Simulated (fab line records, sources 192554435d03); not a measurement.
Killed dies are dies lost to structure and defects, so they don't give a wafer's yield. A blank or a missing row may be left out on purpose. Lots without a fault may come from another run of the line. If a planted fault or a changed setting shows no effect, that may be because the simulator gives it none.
Matching of chambers ; flow n5-finfet ; N5_FIN_SAQP_SPACER1_ALD_24 on ald-sin-02 has 4 sister chambers
The step deposits SiO2, target thk 20.3 nm, pulse time 1 s, purge time 2 s. 8 wafers are shown with their chamber, then 8 later ones without.

## WAFERS, EACH WITH ITS CHAMBER
wafer;chamber;heater-power-w (W);precursor-pulse-height-rel
L077.3;3;469;1.060
L080.2;0;530;0.996
L082.1;2;466;1.033
L082.4;0;547;1.005
L082.5;3;462;1.021
L084.3;2;463;1.030
L084.6;1;424;0.990
L090.1;1;420;0.968

## WAFERS WHOSE CHAMBER IS MISSING
wafer;heater-power-w (W);precursor-pulse-height-rel
L090.4;462;1.006
L090.5;555;1.006
L091.2;446;1.016
L091.3;556;1.002
L091.5;412;0.992
L094.3;543;0.989
L094.4;465;1.030
L094.6;431;1.007

## WHICH CHAMBER EACH WENT THROUGH
wafer;from the rows above;in truth
L090.4;can't be placed: 2 or 3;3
L090.5;0;0
L091.2;can't be placed: 2 or 3 or 1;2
L091.3;0;0
L091.5;1;1
L094.3;0;0
L094.4;can't be placed: 2 or 3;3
L094.6;1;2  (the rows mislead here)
Correct placement for 4 of the 8. These rows do not allow placing 3 (true chamber among the candidates in 3). Wrongly placed: 1.
How it was worked out, from the rows above alone: a wafer's distance from a chamber is the root of the sum, over the readings, of the square of ((its reading less the chamber's mean) divided by the reading's scatter). The wafer belongs to the nearest chamber; if the next one is less than 2 further off, it can't be placed. A chamber's mean is the mean of its shown wafers. How the scatter is found: for the shown wafers, subtract from each reading the mean of its chamber, square and add these, divide the total by (wafers less chambers), then take the root.
